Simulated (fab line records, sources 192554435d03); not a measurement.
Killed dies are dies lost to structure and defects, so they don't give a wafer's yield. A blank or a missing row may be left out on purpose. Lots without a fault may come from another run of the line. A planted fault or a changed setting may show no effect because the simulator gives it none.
Which tool did it? | flow n5_finfet | 23 lots, 69 wafers sampled, at 6 steps of a route of 1938

WHAT THE GAUGES READ, wafer by wafer
The record holds no reading of a measuring or inspecting step that can be judged against a usual standard deviation.

WHICH TOOL RAN EACH LOT (tool, then ch and the chambers of the sampled wafers, then the start)
lot  | N5_BEOL_M10_STRIP_19               | N5_BEOL_M10_DEGAS_44         | N5_BEOL_M11_ETCH_66                | N5_BEOL_M11_DEGAS_44         | N5_BEOL_M12_DESCUM_33              | N5_BEOL_M13_SPUTTER_45
L074 | rie_diel-05 ch 0,3, day 11 04:35   | pvd_sputter-03, day 11 06:32 | rie_diel-02 ch 2,3, day 11 14:52   | pvd_sputter-01, day 11 15:49 | rie_diel-05 ch 1,2, day 11 19:31   | pvd_sputter-03, day 12 02:34
L079 | rie_diel-01 ch 1,3, day 11 09:14   | pvd_sputter-03, day 11 13:42 | rie_diel-02 ch 0,2, day 11 19:17   | pvd_sputter-03, day 11 20:44 | rie_diel-04 ch 0,1,3, day 12 00:17 | pvd_sputter-01, day 12 10:34
L077 | rie_diel-01 ch 0,1,2, day 11 11:13 | pvd_sputter-01, day 11 15:53 | rie_diel-02 ch 0,1,3, day 11 21:25 | pvd_sputter-01, day 11 22:28 | rie_diel-01 ch 0,2,3, day 12 01:53 | pvd_sputter-01, day 12 10:15
L076 | rie_diel-04 ch 1,2,3, day 11 11:44 | pvd_sputter-03, day 11 16:39 | rie_diel-06 ch 0,1,3, day 11 21:35 | pvd_sputter-01, day 11 22:32 | rie_diel-04 ch 0,1,2, day 12 02:10 | pvd_sputter-01, day 12 09:56
L075 | rie_diel-01 ch 0,3, day 11 15:36   | pvd_sputter-01, day 11 19:04 | rie_diel-03 ch 0,3, day 12 03:49   | pvd_sputter-01, day 12 04:46 | rie_diel-05 ch 0,3, day 12 08:14   | pvd_sputter-03, day 12 15:28
L078 | rie_diel-01 ch 0,2,3, day 11 23:47 | pvd_sputter-03, day 12 04:40 | rie_diel-02 ch 0,2,3, day 12 11:19 | pvd_sputter-03, day 12 12:14 | rie_diel-05 ch 1,3, day 12 17:19   | pvd_sputter-02, day 13 02:34
L080 | rie_diel-04 ch 1,2,3, day 12 13:02 | pvd_sputter-03, day 12 14:44 | rie_diel-02 ch 0,2,3, day 12 20:47 | pvd_sputter-01, day 12 22:21 | rie_diel-01 ch 1,2,3, day 13 01:48 | pvd_sputter-01, day 13 11:22
L081 | rie_diel-01 ch 2,3, day 12 15:07   | pvd_sputter-02, day 12 18:47 | rie_diel-03 ch 0,2,3, day 13 01:09 | pvd_sputter-02, day 13 02:15 | rie_diel-01 ch 0,1,3, day 13 05:57 | pvd_sputter-01, day 13 12:07
L082 | rie_diel-01 ch 0,1,3, day 13 12:35 | pvd_sputter-01, day 13 15:16 | rie_diel-02 ch 0,2,3, day 14 00:23 | pvd_sputter-03, day 14 01:22 | rie_diel-04 ch 1,2,3, day 14 06:41 | pvd_sputter-02, day 14 14:37
L085 | rie_diel-05 ch 1,2,3, day 13 15:43 | pvd_sputter-02, day 13 20:16 | rie_diel-03 ch 0,2,3, day 14 03:44 | pvd_sputter-01, day 14 04:40 | rie_diel-04 ch 0,1,3, day 14 07:43 | pvd_sputter-01, day 14 14:37
L084 | rie_diel-01 ch 0,2, day 15 00:44   | pvd_sputter-02, day 15 05:28 | rie_diel-03 ch 1,2, day 15 10:50   | pvd_sputter-01, day 15 12:14 | rie_diel-05 ch 0,1,3, day 15 16:54 | pvd_sputter-01, day 16 06:34
L086 | rie_diel-05 ch 1,2,3, day 15 06:02 | pvd_sputter-01, day 15 08:10 | rie_diel-03 ch 0,1,2, day 15 13:45 | pvd_sputter-02, day 15 14:43 | rie_diel-01 ch 0,2,3, day 15 17:53 | pvd_sputter-01, day 16 02:31
L089 | rie_diel-05 ch 0,1, day 15 12:28   | pvd_sputter-02, day 15 14:58 | rie_diel-03 ch 1,2, day 15 20:05   | pvd_sputter-02, day 15 21:01 | rie_diel-01 ch 0,2,3, day 16 00:10 | pvd_sputter-02, day 16 10:05
L083 | rie_diel-04 ch 0,3, day 15 15:38   | pvd_sputter-01, day 15 18:31 | rie_diel-02 ch 1,2, day 16 00:52   | pvd_sputter-02, day 16 01:48 | rie_diel-01 ch 1,2,3, day 16 05:59 | pvd_sputter-03, day 16 16:13
L088 | rie_diel-01 ch 0,1,3, day 15 19:36 | pvd_sputter-01, day 15 21:21 | rie_diel-02 ch 1,2,3, day 16 05:17 | pvd_sputter-03, day 16 06:31 | rie_diel-05 ch 1,3, day 16 10:21   | pvd_sputter-01, day 16 19:26
L087 | rie_diel-05 ch 0,1,3, day 15 21:20 | pvd_sputter-02, day 16 01:53 | rie_diel-03 ch 1,2,3, day 16 07:41 | pvd_sputter-02, day 16 09:25 | rie_diel-01 ch 0,2, day 16 12:41   | pvd_sputter-02, day 17 01:55
L090 | rie_diel-01 ch 0,1,2, day 16 02:49 | pvd_sputter-01, day 16 06:15 | rie_diel-03 ch 0,1,2, day 16 12:23 | pvd_sputter-01, day 16 13:53 | rie_diel-05 ch 2,3, day 16 17:25   | pvd_sputter-02, day 17 03:26
L093 | rie_diel-01 ch 0,1, day 16 19:31   | pvd_sputter-03, day 17 00:41 | rie_diel-02 ch 2,3, day 17 07:44   | pvd_sputter-02, day 17 08:58 | rie_diel-04 ch 0,3, day 17 12:48   | pvd_sputter-03, day 17 19:15
L092 | rie_diel-04 ch 1,2, day 17 01:08   | pvd_sputter-01, day 17 02:56 | rie_diel-03 ch 0,2,3, day 17 10:49 | pvd_sputter-02, day 17 12:26 | rie_diel-01 ch 1,2,3, day 17 15:55 | pvd_sputter-02, day 18 00:44
L094 | rie_diel-04 ch 0,2,3, day 17 07:04 | pvd_sputter-01, day 17 08:56 | rie_diel-06 ch 0,1,2, day 17 17:55 | pvd_sputter-01, day 17 19:00 | rie_diel-01 ch 1,2,3, day 17 22:22 | pvd_sputter-01, day 18 06:01
L097 | rie_diel-04 ch 1,2, day 17 16:04   | pvd_sputter-03, day 17 18:26 | rie_diel-06 ch 0,1,2, day 18 00:38 | pvd_sputter-02, day 18 02:03 | rie_diel-04 ch 0,1, day 18 06:59   | pvd_sputter-03, day 18 14:21
L095 | rie_diel-04 ch 0,1,3, day 17 16:29 | pvd_sputter-02, day 17 18:58 | rie_diel-02 ch 1,2, day 18 03:51   | pvd_sputter-02, day 18 04:53 | rie_diel-04 ch 0,1,3, day 18 09:16 | pvd_sputter-01, day 18 16:47
L096 | rie_diel-01 ch 0,2, day 18 05:35   | pvd_sputter-01, day 18 11:50 | rie_diel-02 ch 0,2, day 18 18:51   | pvd_sputter-03, day 18 20:22 | rie_diel-01 ch 0,1,2, day 19 01:40 | pvd_sputter-02, day 19 10:27
- N5_BEOL_M10_STRIP_19: strips in O2.
- N5_BEOL_M10_DEGAS_44: time 60 s.
- N5_BEOL_M11_ETCH_66: etches SOC in N2/H2, target depth 120 nm, overetch 24 nm, time 180 s.
- N5_BEOL_M11_DEGAS_44: time 60 s.
- N5_BEOL_M12_DESCUM_33: chemistry O2, time 7.9 s.
- N5_BEOL_M13_SPUTTER_45: material Cu, target thk 80 nm, time 13.33 s.

WHAT THE TOOLS THEMSELVES READ (means of the sampled wafers that have a number; where no wafer has one, the mark that the record gives instead)
N5_BEOL_M10_STRIP_19. Usual: drypump_motor_current_A 5.8 A, standard deviation 0.52; oes_product_au 0.79 a.u., standard deviation 0.076; rf_vpp_V 3.7 V, standard deviation 0.53; showerhead_plenum_p_Torr 2.09 Torr, standard deviation 0.049; throttle_valve_pct 16.72 %, standard deviation 0.26.
lot  | tool        | drypump_motor_current_A (A) | oes_product_au (a.u.) | rf_vpp_V (V) | showerhead_plenum_p_Torr (Torr) | throttle_valve_pct (%) | flag
L074 | rie_diel-05 | 5.9                         | 0.79                  | 3.5          | 2.08                            | 16.84                  |
L079 | rie_diel-01 | 5.5                         | 0.74                  | 4.5          | 2.09                            | 16.96                  |
L077 | rie_diel-01 | 5.7                         | 0.84                  | 3.9          | 2.09                            | 16.61                  |
L076 | rie_diel-04 | 5.7                         | 0.83                  | 3.9          | 2.08                            | 16.64                  |
L075 | rie_diel-01 | 6.1                         | 0.80                  | 3.6          | 2.06                            | 16.73                  |
L078 | rie_diel-01 | 5.6                         | 0.83                  | 3.7          | 2.09                            | 16.64                  |
L080 | rie_diel-04 | 5.7                         | 0.82                  | 3.2          | 2.08                            | 16.64                  |
L081 | rie_diel-01 | 5.0                         | 0.86                  | 3.9          | 2.12                            | 16.54                  |
L082 | rie_diel-01 | 5.8                         | 0.75                  | 3.7          | 2.07                            | 16.89                  |
L085 | rie_diel-05 | 6.2                         | 0.74                  | 3.1          | 2.09                            | 16.87                  |
L084 | rie_diel-01 | 5.5                         | 0.87                  | 3.7          | 2.10                            | 16.44                  |
L086 | rie_diel-05 | 6.2                         | 0.73                  | 3.9          | 2.08                            | 16.89                  |
L089 | rie_diel-05 | 6.0                         | 0.75                  | 3.8          | 2.15                            | 16.77                  |
L083 | rie_diel-04 | 5.7                         | 0.84                  | 3.7          | 2.12                            | 16.52                  |
L088 | rie_diel-01 | 5.8                         | 0.74                  | 3.2          | 2.06                            | 16.92                  |
L087 | rie_diel-05 | 6.1                         | 0.74                  | 3.8          | 2.09                            | 16.82                  |
L090 | rie_diel-01 | 5.7                         | 0.79                  | 3.7          | 2.08                            | 16.67                  |
L093 | rie_diel-01 | 5.9                         | 0.72                  | 3.3          | 2.06                            | 16.92                  |
L092 | rie_diel-04 | 5.7                         | 0.73                  | 3.8          | 2.05                            | 16.86                  |
L094 | rie_diel-04 | 5.7                         | 0.77                  | 3.5          | 2.10                            | 16.72                  |
L097 | rie_diel-04 | 6.0                         | 0.78                  | 3.8          | 2.04                            | 16.67                  |
L095 | rie_diel-04 | 6.0                         | 0.83                  | 3.9          | 2.09                            | 16.52                  |
L096 | rie_diel-01 | 6.0                         | 0.80                  | 3.3          | 2.06                            | 16.60                  |

N5_BEOL_M10_DEGAS_44. Usual: heater_power_w 353 W, standard deviation 38; susceptor_temp_C 250.00 C, standard deviation 0.19.
lot  | tool           | heater_power_w (W) | susceptor_temp_C (C) | flag
L074 | pvd_sputter-03 | 312                | 249.81               |
L079 | pvd_sputter-03 | 314                | 249.99               |
L077 | pvd_sputter-01 | 316                | 250.01               |
L076 | pvd_sputter-03 | 323                | 249.87               |
L075 | pvd_sputter-01 | 346                | 250.02               |
L078 | pvd_sputter-03 | 356                | 249.83               |
L080 | pvd_sputter-03 | 355                | 250.10               |
L081 | pvd_sputter-02 | 387                | 249.87               |
L082 | pvd_sputter-01 | 381                | 249.93               |
L085 | pvd_sputter-02 | 387                | 249.85               |
L084 | pvd_sputter-02 | 388                | 250.07               |
L086 | pvd_sputter-01 | 325                | 250.10               |
L089 | pvd_sputter-02 | 369                | 250.09               |
L083 | pvd_sputter-01 | 339                | 249.80               |
L088 | pvd_sputter-01 | 322                | 250.21               |
L087 | pvd_sputter-02 | 381                | 250.07               |
L090 | pvd_sputter-01 | 334                | 250.21               |
L093 | pvd_sputter-03 | 380                | 249.99               |
L092 | pvd_sputter-01 | 379                | 250.21               |
L094 | pvd_sputter-01 | 357                | 249.91               |
L097 | pvd_sputter-03 | 344                | 250.15               |
L095 | pvd_sputter-02 | 382                | 249.95               |
L096 | pvd_sputter-01 | 321                | 249.84               |

N5_BEOL_M11_ETCH_66. Usual: bias_w 150.1 W, standard deviation 0.46; drypump_motor_current_A 5.7 A, standard deviation 0.47; oes_product_au 0.66 a.u., standard deviation 0.065; rf_vpp_V 524.1 V, standard deviation 2.7; showerhead_plenum_p_Torr 2.55 Torr, standard deviation 0.097; throttle_valve_pct 17.78 %, standard deviation 0.19.
lot  | tool        | bias_w (W) | drypump_motor_current_A (A) | oes_product_au (a.u.) | rf_vpp_V (V) | showerhead_plenum_p_Torr (Torr) | throttle_valve_pct (%) | flag
L074 | rie_diel-02 | 150.5      | 5.9                         | 0.60                  | 523.1        | 2.51                            | 18.05                  |
L079 | rie_diel-02 | 150.3      | 5.7                         | 0.67                  | 524.1        | 2.53                            | 17.72                  |
L077 | rie_diel-02 | 149.6      | 5.9                         | 0.68                  | 522.9        | 2.51                            | 17.81                  |
L076 | rie_diel-06 | 150.4      | 5.4                         | 0.61                  | 523.9        | 2.54                            | 17.99                  |
L075 | rie_diel-03 | 149.9      | 5.2                         | 0.69                  | 525.8        | 2.62                            | 17.61                  |
L078 | rie_diel-02 | 150.5      | 5.8                         | 0.63                  | 522.7        | 2.52                            | 17.89                  |
L080 | rie_diel-02 | 149.7      | 5.8                         | 0.63                  | 523.2        | 2.52                            | 17.89                  |
L081 | rie_diel-03 | 150.2      | 5.2                         | 0.69                  | 525.1        | 2.62                            | 17.64                  |
L082 | rie_diel-02 | 150.2      | 5.8                         | 0.63                  | 522.5        | 2.51                            | 17.91                  |
L085 | rie_diel-03 | 149.8      | 5.2                         | 0.69                  | 526.2        | 2.62                            | 17.66                  |
L084 | rie_diel-03 | 150.4      | 5.8                         | 0.75                  | 526.7        | 2.63                            | 17.69                  |
L086 | rie_diel-03 | 149.9      | 5.4                         | 0.70                  | 524.8        | 2.59                            | 17.68                  |
L089 | rie_diel-03 | 150.1      | 5.5                         | 0.73                  | 526.9        | 2.67                            | 17.70                  |
L083 | rie_diel-02 | 149.7      | 6.2                         | 0.64                  | 525.7        | 2.58                            | 17.76                  |
L088 | rie_diel-02 | 149.7      | 6.1                         | 0.62                  | 523.9        | 2.54                            | 17.93                  |
L087 | rie_diel-03 | 149.9      | 5.6                         | 0.71                  | 527.2        | 2.66                            | 17.69                  |
L090 | rie_diel-03 | 150.0      | 5.4                         | 0.70                  | 525.0        | 2.59                            | 17.68                  |
L093 | rie_diel-02 | 150.3      | 5.9                         | 0.57                  | 524.3        | 2.55                            | 18.02                  |
L092 | rie_diel-03 | 150.2      | 5.2                         | 0.66                  | 525.6        | 2.61                            | 17.70                  |
L094 | rie_diel-06 | 150.0      | 5.8                         | 0.68                  | 523.0        | 2.50                            | 17.72                  |
L097 | rie_diel-06 | 149.6      | 5.8                         | 0.68                  | 522.5        | 2.50                            | 17.73                  |
L095 | rie_diel-02 | 149.8      | 6.2                         | 0.63                  | 524.6        | 2.58                            | 17.79                  |
L096 | rie_diel-02 | 150.4      | 5.8                         | 0.63                  | 522.6        | 2.50                            | 17.80                  |

N5_BEOL_M11_DEGAS_44. Usual: heater_power_w 357 W, standard deviation 40; susceptor_temp_C 249.98 C, standard deviation 0.19.
lot  | tool           | heater_power_w (W) | susceptor_temp_C (C) | flag
L074 | pvd_sputter-01 | 351                | 250.25               |
L079 | pvd_sputter-03 | 348                | 250.07               |
L077 | pvd_sputter-01 | 356                | 250.07               |
L076 | pvd_sputter-01 | 348                | 250.08               |
L075 | pvd_sputter-01 | 324                | 249.95               |
L078 | pvd_sputter-03 | 351                | 250.03               |
L080 | pvd_sputter-01 | 361                | 249.91               |
L081 | pvd_sputter-02 | 384                | 249.96               |
L082 | pvd_sputter-03 | 315                | 249.86               |
L085 | pvd_sputter-01 | 323                | 249.92               |
L084 | pvd_sputter-01 | 343                | 249.98               |
L086 | pvd_sputter-02 | 381                | 249.95               |
L089 | pvd_sputter-02 | 393                | 250.13               |
L083 | pvd_sputter-02 | 379                | 249.78               |
L088 | pvd_sputter-03 | 343                | 249.98               |
L087 | pvd_sputter-02 | 391                | 250.04               |
L090 | pvd_sputter-01 | 377                | 249.97               |
L093 | pvd_sputter-02 | 407                | 249.97               |
L092 | pvd_sputter-02 | 372                | 249.93               |
L094 | pvd_sputter-01 | 346                | 250.05               |
L097 | pvd_sputter-02 | 381                | 250.24               |
L095 | pvd_sputter-02 | 393                | 250.01               |
L096 | pvd_sputter-03 | 308                | 249.92               |

N5_BEOL_M12_DESCUM_33. Usual: drypump_motor_current_A 5.8 A, standard deviation 0.51; oes_product_au 0.79 a.u., standard deviation 0.078; rf_vpp_V 243.1 V, standard deviation 1.2; showerhead_plenum_p_Torr 2.09 Torr, standard deviation 0.053; throttle_valve_pct 20.48 %, standard deviation 0.24.
lot  | tool        | drypump_motor_current_A (A) | oes_product_au (a.u.) | rf_vpp_V (V) | showerhead_plenum_p_Torr (Torr) | throttle_valve_pct (%) | flag
L074 | rie_diel-05 | 6.2                         | 0.73                  | 244.3        | 2.14                            | 20.63                  |
L079 | rie_diel-04 | 6.0                         | 0.89                  | 243.6        | 2.10                            | 20.24                  |
L077 | rie_diel-01 | 5.6                         | 0.83                  | 243.6        | 2.09                            | 20.40                  |
L076 | rie_diel-04 | 6.0                         | 0.83                  | 243.1        | 2.08                            | 20.38                  |
L075 | rie_diel-05 | 5.8                         | 0.79                  | 243.2        | 2.14                            | 20.59                  |
L078 | rie_diel-05 | 6.4                         | 0.76                  | 241.7        | 2.06                            | 20.44                  |
L080 | rie_diel-01 | 5.3                         | 0.79                  | 243.5        | 2.10                            | 20.53                  |
L081 | rie_diel-01 | 5.7                         | 0.75                  | 242.1        | 2.06                            | 20.64                  |
L082 | rie_diel-04 | 5.7                         | 0.80                  | 243.3        | 2.07                            | 20.43                  |
L085 | rie_diel-04 | 6.0                         | 0.86                  | 243.2        | 2.09                            | 20.26                  |
L084 | rie_diel-05 | 6.1                         | 0.76                  | 243.1        | 2.09                            | 20.55                  |
L086 | rie_diel-01 | 5.6                         | 0.79                  | 242.7        | 2.08                            | 20.45                  |
L089 | rie_diel-01 | 5.6                         | 0.79                  | 243.0        | 2.07                            | 20.44                  |
L083 | rie_diel-01 | 5.3                         | 0.76                  | 244.5        | 2.09                            | 20.57                  |
L088 | rie_diel-05 | 6.4                         | 0.74                  | 242.3        | 2.05                            | 20.49                  |
L087 | rie_diel-01 | 6.0                         | 0.81                  | 242.4        | 2.06                            | 20.32                  |
L090 | rie_diel-05 | 6.0                         | 0.93                  | 242.3        | 2.10                            | 20.59                  |
L093 | rie_diel-04 | 6.0                         | 0.82                  | 244.2        | 2.12                            | 20.30                  |
L092 | rie_diel-01 | 5.3                         | 0.75                  | 242.6        | 2.09                            | 20.59                  |
L094 | rie_diel-01 | 5.3                         | 0.75                  | 243.4        | 2.09                            | 20.60                  |
L097 | rie_diel-04 | 6.2                         | 0.82                  | 243.4        | 2.09                            | 20.28                  |
L095 | rie_diel-04 | 6.0                         | 0.82                  | 242.7        | 2.08                            | 20.31                  |
L096 | rie_diel-01 | 5.7                         | 0.87                  | 242.7        | 2.07                            | 20.35                  |

N5_BEOL_M13_SPUTTER_45. Usual: chuck_sensor_temp_C -16.2 C, standard deviation 0.69; susceptor_temp_C -20.01 C, standard deviation 0.099; throttle_valve_pct 29.9 %, standard deviation 1.1.
lot  | tool           | chuck_sensor_temp_C (C) | susceptor_temp_C (C) | throttle_valve_pct (%) | flag
L074 | pvd_sputter-03 | -16.5                   | -19.94               | 29.9                   |
L079 | pvd_sputter-01 | -17.1                   | -19.99               | 29.6                   |
L077 | pvd_sputter-01 | -16.5                   | -20.04               | 29.5                   |
L076 | pvd_sputter-01 | -16.5                   | -20.00               | 29.9                   |
L075 | pvd_sputter-03 | -16.2                   | -20.02               | 30.9                   |
L078 | pvd_sputter-02 | -15.7                   | -19.95               | 30.6                   |
L080 | pvd_sputter-01 | -16.6                   | -20.06               | 29.6                   |
L081 | pvd_sputter-01 | -16.5                   | -19.98               | 29.7                   |
L082 | pvd_sputter-02 | -15.8                   | -20.06               | 29.8                   |
L085 | pvd_sputter-01 | -16.0                   | -20.01               | 29.2                   |
L084 | pvd_sputter-01 | -16.4                   | -19.99               | 30.0                   |
L086 | pvd_sputter-01 | -16.1                   | -20.02               | 29.0                   |
L089 | pvd_sputter-02 | -15.8                   | -20.13               | 29.7                   |
L083 | pvd_sputter-03 | -17.1                   | -20.10               | 30.5                   |
L088 | pvd_sputter-01 | -16.5                   | -19.98               | 29.8                   |
L087 | pvd_sputter-02 | -15.9                   | -19.90               | 29.7                   |
L090 | pvd_sputter-02 | -15.8                   | -20.06               | 29.9                   |
L093 | pvd_sputter-03 | -16.5                   | -20.02               | 30.0                   |
L092 | pvd_sputter-02 | -15.7                   | -20.01               | 30.5                   |
L094 | pvd_sputter-01 | -16.1                   | -19.95               | 29.0                   |
L097 | pvd_sputter-03 | -16.7                   | -19.94               | 31.6                   |
L095 | pvd_sputter-01 | -16.6                   | -19.97               | 29.4                   |
L096 | pvd_sputter-02 | -15.6                   | -19.97               | 30.0                   |

THE ANSWER, worked out from the rows above alone
Rule: a lot is off if the mean of its wafers that have a number lies more than 3 standard deviations from the usual mean. A lot without any number at a reading at which 4 lots or more have one is off too. The other lots that the step has rows for count as sound. The gauges are gone through in route order, then the tools' own readings, and for those a lot's mean is taken as printed above. The first step at which some lot is off is used, and at that step the reading that is off furthest; a lot without a number counts as furthest.
No lot is off at any reading shown: from this, nothing can be told.

WHAT THE SIMULATOR HAD PUT IN
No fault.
